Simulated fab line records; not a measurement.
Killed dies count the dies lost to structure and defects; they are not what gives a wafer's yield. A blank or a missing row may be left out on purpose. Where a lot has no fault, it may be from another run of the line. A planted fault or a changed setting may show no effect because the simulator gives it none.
Chamber matching / flow nandHarc / rieDiel-05 running NHARC_A_M1_ETCH_28: 4 sister chambers
The step etches the open film in CF4/N2, target depth 30 nm, time 72.99 s. 8 wafers are shown with their chamber, then 7 later ones without.

WAFERS PAIRED WITH THEIR CHAMBERS
wafer=L182.1; chamber=3; drypumpMotorCurrentA (A)=6.1; rfVppV (V)=311.3
wafer=L182.4; chamber=1; drypumpMotorCurrentA (A)=5.3; rfVppV (V)=312.1
wafer=L183.5; chamber=0; drypumpMotorCurrentA (A)=6.4; rfVppV (V)=315.4
wafer=L190.1; chamber=2; drypumpMotorCurrentA (A)=5.2; rfVppV (V)=314.8
wafer=L190.3; chamber=0; drypumpMotorCurrentA (A)=6.5; rfVppV (V)=315.3
wafer=L190.5; chamber=2; drypumpMotorCurrentA (A)=5.2; rfVppV (V)=313.6
wafer=L192.1; chamber=3; drypumpMotorCurrentA (A)=6.0; rfVppV (V)=313.5
wafer=L192.4; chamber=1; drypumpMotorCurrentA (A)=5.3; rfVppV (V)=313.9

WAFERS WHOSE CHAMBER IS MISSING
wafer=L192.5; drypumpMotorCurrentA (A)=6.0; rfVppV (V)=311.9
wafer=L193.4; drypumpMotorCurrentA (A)=5.2; rfVppV (V)=312.6
wafer=L193.5; drypumpMotorCurrentA (A)=5.2; rfVppV (V)=313.4
wafer=L193.6; drypumpMotorCurrentA (A)=6.1; rfVppV (V)=310.4
wafer=L196.4; drypumpMotorCurrentA (A)=5.1; rfVppV (V)=313.5
wafer=L196.5; drypumpMotorCurrentA (A)=6.1; rfVppV (V)=311.5
wafer=L196.6; drypumpMotorCurrentA (A)=6.5; rfVppV (V)=315.1

EACH ONE'S CHAMBER
wafer=L192.5; from the rows above=3; in truth=3
wafer=L193.4; from the rows above=can't be placed: 2 or 1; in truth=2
wafer=L193.5; from the rows above=can't be placed: 2 or 1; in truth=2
wafer=L193.6; from the rows above=3; in truth=3
wafer=L196.4; from the rows above=can't be placed: 2 or 1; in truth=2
wafer=L196.5; from the rows above=3; in truth=3
wafer=L196.6; from the rows above=0; in truth=0
Placed correctly: 4 of 7. Cannot be placed on the basis of these rows: 3; the candidates contain the true chamber in 3. Wrongly placed: 0.
How it was worked out, from the rows above alone: a wafer's distance from a chamber is the root of the sum, over the readings, of the square of ((its reading less the chamber's mean) divided by the reading's scatter). The wafer belongs to the nearest chamber; if the next one is less than 2 further off, it can't be placed. For every chamber, the mean is computed from those of its wafers that are shown. The scatter is the square root of a quotient: the sum, over the shown wafers, of each reading's squared deviation from its chamber's mean, divided by wafers minus chambers.
